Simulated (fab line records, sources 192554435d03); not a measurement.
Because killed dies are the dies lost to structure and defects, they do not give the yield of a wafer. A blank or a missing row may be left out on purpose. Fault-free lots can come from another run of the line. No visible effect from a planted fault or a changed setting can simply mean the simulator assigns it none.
Split-lot experiment	flow n5_finfet	on a route of 1938 steps: 7 lots, 21 wafers read

== ON THE SPLIT ==
At N5_BEOL_M5_ETCH_41 (etches SiCN in CH3F/O2, target depth 31.5 nm, time 56.7 s), the setting source_w was moved away from the recipe's 395 W on 7 of the 21 wafers read, by -15.4% to +6.9%. The other wafers ran this setting at the recipe's value.

The reading is taken at the split's own step.

== THE READING ==
rf_vpp_V, in V, at N5_BEOL_M5_ETCH_41 (etches SiCN in CH3F/O2, target depth 31.5 nm, time 56.7 s). A value of 297.8 V with a standard deviation of 1.5 V is what fault-free wafers of this fab line usually give.

wafer	tool, chamber at the split	source_w as run, W	against the recipe	rf_vpp_V, V	against lot-mates on the recipe
L079.2	rie_diel-06, 2	395	recipe	296.1	-
L079.5	rie_diel-06, 1	334.3	-15.4%	316.9	+19.4
L079.6	rie_diel-06, 0	395	recipe	298.9	-
L080.1	rie_diel-03, 2	344.4	-12.8%	311.8	+14.8
L080.2	rie_diel-03, 3	395	recipe	297.0	-
L080.3	rie_diel-03, 0	344.4	-12.8%	312.8	+15.8
L082.4	rie_diel-05, 3	395	recipe	296.0	-
L082.5	rie_diel-05, 1	395	recipe	298.2	-
L082.6	rie_diel-05, 2	395	recipe	298.6	-
L088.1	rie_diel-06, 0	395	recipe	299.4	-
L088.2	rie_diel-06, 1	395	recipe	299.8	-
L088.5	rie_diel-06, 3	395	recipe	294.4	-
L090.1	rie_diel-06, 0	395	recipe	297.4	-
L090.3	rie_diel-06, 2	395	recipe	295.1	-
L090.4	rie_diel-06, 3	395	recipe	294.5	-
L094.2	rie_diel-03, 2	337.6	-14.5%	313.7	no lot-mate on the recipe
L094.3	rie_diel-03, 1	337.6	-14.5%	313.2	no lot-mate on the recipe
L094.4	rie_diel-03, 1	337.6	-14.5%	314.0	no lot-mate on the recipe
L097.1	rie_diel-03, 3	422.4	+6.9%	291.9	-7.0
L097.2	rie_diel-03, 2	395	recipe	299.0	-
L097.4	rie_diel-03, 1	395	recipe	298.8	-

THE FIT
A straight line over all 21 wafers: rf_vpp_V changes by -1.13 V for each +1% of source_w; r = -0.98; the points scatter about the line by 1.7 V.
The same after taking each lot's own level away (the mean of its wafers on the recipe; 18 wafers): -1.2 V for each +1%; r = -0.98; scatter 1.4 V.
That fit puts the effect of the largest move of source_w on the reading at 18 V.
Across the lots, their own levels run from 295.67 to 298.90 V, a range of 2.2 times the standard deviation given above.
Consequently the slope shifts little with the lot-to-lot level, the two slopes agreeing.
Check: for one of the wafers moved furthest among these (-15.4%), held out of the fit, the line's prediction against its lot-mates is +18 V. Against them it came out at +19.4 V.
Tool readings at the split's step, against how far the setting was moved: rf_vpp_V r = -0.98.

== OTHER SPLITS APPLIED TO THESE WAFERS ==
Before the reading, these wafers also passed through other splits. Each is held against what the fit with the lots' levels taken away leaves over:
other split on the same wafers	wafers away from the commonest value	r with rf_vpp_V (lot level and that fit taken away)
N5_BEOL_M4_COAT_22 spin_rpm	5	-0.12

== FILE'S OWN FIT ==
rf_vpp_V changes by -1.21 V for each +1% of source_w, r = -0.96.
